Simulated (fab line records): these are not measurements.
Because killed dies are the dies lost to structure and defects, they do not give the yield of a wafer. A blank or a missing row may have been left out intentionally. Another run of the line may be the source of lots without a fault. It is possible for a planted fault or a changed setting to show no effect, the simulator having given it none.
Comparing a struck lot with a sound one	flow n5_finfet	37 out of 1938 route steps
Sound: wafers L892.1, L892.3, L892.4. Struck: wafer L903.3; the same lot's L903.2 was not struck, so it is left out; see the end for the cause.
For every step that has rows: the tool of each side, followed by ch and its chambers, followed by its first start. Under that, the readings that differ: sound wafers	struck wafers	difference of the means	sigmas: that difference in standard deviations of wafers without a fault.
alike: readings with means less than 2 such deviations apart, plus words and numbers identical on both sides. not compared: withheld readings, readings lacking a value on some wafer, bounds such as >300 that could conceal the same value, and numbers that have no deviation in the record and whose values overlap.
A row with sigmas, a row that says differs or no value, or rows on one side alone: a step with any of these is where the two part. When numbers do not overlap yet have no deviation, they are printed without sigmas and do not part them. A reading that every wafer of one side lacks parts them only if that side has two wafers or more.

first, 9 steps without rows for these wafers: N5_BEOL_M9_DESCUM_33 (chemistry O2, time 7 s); N5_BEOL_M9_ETCH_76 (etches underlayer in N2/H2, target depth 6.5 nm, time 5.2 s); N5_BEOL_M9_ETCH_65 (etches SiARC in CF4, target depth 15.6 nm, time 26 s); N5_BEOL_M9_ETCH_66 (etches SOC in N2/H2, target depth 80 nm, overetch 16 nm, time 120 s); N5_BEOL_M9_STRIP_69 (strips in N2/H2); N5_BEOL_M9_STRIP_77 (strips in N2/H2); N5_BEOL_M9_VIA_ETCH_34 (etches SiCOH lowk in C4F6/O2, target depth 182.4 nm, time 68.4 s); N5_BEOL_M9_STRIP_73 (strips in C4F6/O2); N5_BEOL_M9_STRIP_36 (strips in N2/H2).
N5_BEOL_M9_TRENCH_ETCH_37: etches SiCOH lowk in C4F6/O2, target depth 151.43 nm, time 49 s.
  sound on rie_diel-04 ch 0,1,3, day 11 19:49; struck on rie_diel-04 ch 2, day 14 19:44
reading	sound	struck	difference	sigmas
oes_product_au (a.u.)	0.73 0.72 0.82	1.16	+0.40	+4
rf_hours_counter_h (h)	168 211 90	22	-134	
model.BEOL_M9.feature_depth_nm (nm)	146 150 147.4	218	+70	
model.etch.depth_nm (nm)	146.1 149.9 147.3	217.9	+70.1	
model.TiN_of_BEOL_M9_HM_DEP_02.thk_nm (nm)	16.2 16.2 16.6	13.8	-2.5	
  alike: drypump_motor_current_A, rf_vpp_V, showerhead_plenum_p_Torr, throttle_valve_pct
then, 2 steps without rows for these wafers: N5_BEOL_M9_ETCH_41 (etches SiCN in CH3F/O2, target depth 36.6 nm, time 70.1 s); N5_BEOL_M9_STRIP_80 (strips in N2/H2, time 10 s).
N5_BEOL_M9_OCD_MEAS_38:
  struck on ocd-01, day 14 19:55; sound on ocd-01, day 11 20:00
reading	sound	struck	difference	sigmas
trench_depth_nm (nm)	147 150 148	218	+70	+18
then, 13 steps without rows for these wafers: N5_BEOL_M9_HM_STRIP_39 (strips TiN in peroxide tin strip, target depth 25 nm, time 158 s); N5_BEOL_M9_SRD_40 (time 30 s); N5_BEOL_M9_PRECLEAN_42 (cleans in residue remover, time 60 s); N5_BEOL_M9_SRD_43 (time 30 s); N5_BEOL_M9_CURE_72 (cures SiCOH lowk, time 120 s); N5_BEOL_M9_DEGAS_44 (time 60 s); N5_BEOL_M9_PRE_CLEAN_45 (time 30 s); N5_BEOL_M9_ALD_74 (deposits TaN, target thk 2 nm, pulse time 2 s, purge time 3 s); N5_BEOL_M9_SURFACE_TREAT_79; N5_BEOL_M9_CVD_78 (deposits Co from CCTBA/H2, target thk 2 nm, time 138.9 s); N5_BEOL_M9_SPUTTER_48 (material Cu, target thk 12 nm, time 2 s); N5_BEOL_M9_ECD_50 (material Cu, target thk 318 nm); N5_BEOL_M9_ANNEAL_51 (time 90 s).
N5_BEOL_M9_CMP_52: polishes, stops on SiCOH lowk, t overpolish 7 s, target thk 140 nm.
  sound on cmp-01 ch 1,2,3, day 11 22:32; struck on cmp-03 ch 2, day 14 22:37
reading	sound	struck	difference	sigmas
model.Cu_of_BEOL_M9_ECD_50.thk_nm (nm)	133.6 137.4 134.2	206	+71	
  alike: motor_current_A, pad_life_wafers
N5_BEOL_M9_THK_MEAS_53: measures by xrf.
  struck on film_metro-01, day 14 22:50; sound on film_metro-02, day 11 22:50
reading	sound	struck	difference	sigmas
M9_THK (nm)	135 138 135	209	+73	+17
then, 2 steps without rows for these wafers: N5_BEOL_M9_PRE_CLEAN_55 (time 15 s); N5_BEOL_M9_DEP_56 (deposits SiCN from 3MS/NH3, target thk 15 nm, time 26.5 s).
N5_BEOL_M9_RS_MEAS_57: measurement is done with a four-point probe.
  struck on film_metro-01, day 14 22:59; sound on film_metro-01, day 11 22:58
reading	sound	struck	difference	sigmas
M9_RS (ohm/sq)	0.159 0.154 0.158	0.099	-0.058	-11
then, 5 steps without rows for these wafers: N5_BEOL_M10_ILD_DEP_00 (deposits SiCOH lowk from DEMS/porogen, target thk 308.51 nm, time 58 s); N5_BEOL_M10_CURE_71 (cures SiCOH lowk, time 240 s); N5_BEOL_M10_PECVD_70 (deposits SiO2 from TEOS/O2, target thk 20 nm, time 22.7 s); N5_BEOL_M10_HM_DEP_02 (deposits TiN, target thk 20 nm); N5_BEOL_M10_COAT_59 (time 60 s, resist thk 100 nm).
N5_BEOL_M15_RC_MEAS_101:
  sound on prober-02 ch 0, day 13 21:55; struck on prober-02 ch 0, day 16 19:08
reading	sound	struck	difference	sigmas
COMB_M8_max_site (S/m)	8.5e-11 4.2e-11 3.4e-11	2.5e-11	-2.9e-11	-3
SERP_M9 (ohm/um)	3.32 3.19 3.22	2.07	-1.17	-10
SERP_M9_max_site (ohm/um)	3.37 3.32 3.37	2.08	-1.27	-10
  alike: COMB_M10, COMB_M11, COMB_M11_max_site, COMB_M12, COMB_M13, COMB_M14, COMB_M15, COMB_M5, COMB_M6, COMB_M7, COMB_M8, SERP_M10, SERP_M11, SERP_M12, SERP_M13, SERP_M13_max_site, SERP_M14, SERP_M5, SERP_M6, SERP_M7, SERP_M8

WHERE THEY PART
Earliest at N5_BEOL_M9_TRENCH_ETCH_37; latest, in this record, at N5_BEOL_M15_RC_MEAS_101.

WHY: what the simulator had put in
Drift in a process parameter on rie_diel-04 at N5_BEOL_M9_TRENCH_ETCH_37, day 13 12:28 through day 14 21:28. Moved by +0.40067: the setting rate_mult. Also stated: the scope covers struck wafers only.
